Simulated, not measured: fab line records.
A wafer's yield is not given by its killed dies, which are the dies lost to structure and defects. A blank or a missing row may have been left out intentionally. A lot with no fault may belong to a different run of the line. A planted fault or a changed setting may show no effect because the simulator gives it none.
Chamber matching	flow n5-finfet	N5_PASSIVATION_VIA_ETCH_13 on rie-diel-03: 4 sister chambers
The step etches SiO2 in CHF3/O2, target depth 660 nm, time 330 s. 14 wafers are shown with their chamber, then 7 later ones without.

## EACH WAFER AND ITS CHAMBER
wafer	chamber	throttle-valve-pct (%)	drypump-motor-current-A (A)	showerhead-plenum-p-Torr (Torr)
L579.2	0	18.38	5.7	2.36
L579.3	2	18.73	6.4	2.54
L579.4	3	18.79	5.7	2.44
L583.1	1	19.00	6.6	2.47
L583.4	0	18.38	5.7	2.36
L583.5	0	18.38	5.7	2.36
L587.1	1	19.01	6.6	2.47
L587.4	0	18.41	5.6	2.35
L587.6	3	18.79	5.8	2.44
L590.3	1	19.04	6.6	2.46
L590.5	0	18.39	5.7	2.35
L590.6	3	18.79	5.7	2.44
L589.1	3	18.80	5.8	2.43
L589.2	2	18.75	6.4	2.53

SIGNATURES, as means of the wafers listed above
reading	chamber 0	chamber 1	chamber 2	chamber 3	scatter within a chamber
throttle-valve-pct	18.3880	19.0167	18.7400	18.7925	0.0135
drypump-motor-current-A	5.680	6.600	6.400	5.750	0.0424
showerhead-plenum-p-Torr	2.3560	2.4667	2.5350	2.4375	0.00558
Rule: a wafer's distance from a chamber is the root of the sum, over the readings, of the square of ((its reading less the chamber's mean) divided by the reading's scatter). The wafer belongs to the nearest chamber; if the next one is less than 2 further off, it can't be placed. The scatter is the square root of a quotient: the sum, over the shown wafers, of each reading's squared deviation from its chamber's mean, divided by wafers minus chambers.

## WAFERS WITHOUT THEIR CHAMBER
wafer	throttle-valve-pct (%)	drypump-motor-current-A (A)	showerhead-plenum-p-Torr (Torr)
L589.6	18.78	6.4	2.53
L598.1	18.79	6.4	2.53
L598.5	18.79	6.4	2.53
L598.6	18.60	6.6	2.46
L597.2	18.77	6.4	2.53
L597.4	18.83	5.7	2.43
L597.5	18.62	6.6	2.46

## CHAMBER TAKEN BY EACH
wafer	from the rows above	in truth
L589.6	2	2
L598.1	2	2
L598.5	2	2
L598.6	2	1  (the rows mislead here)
L597.2	2	2
L597.4	3	3
L597.5	2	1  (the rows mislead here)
5 of 7 placed correctly. Can't be placed from these rows: 0. Placed wrongly: 2.
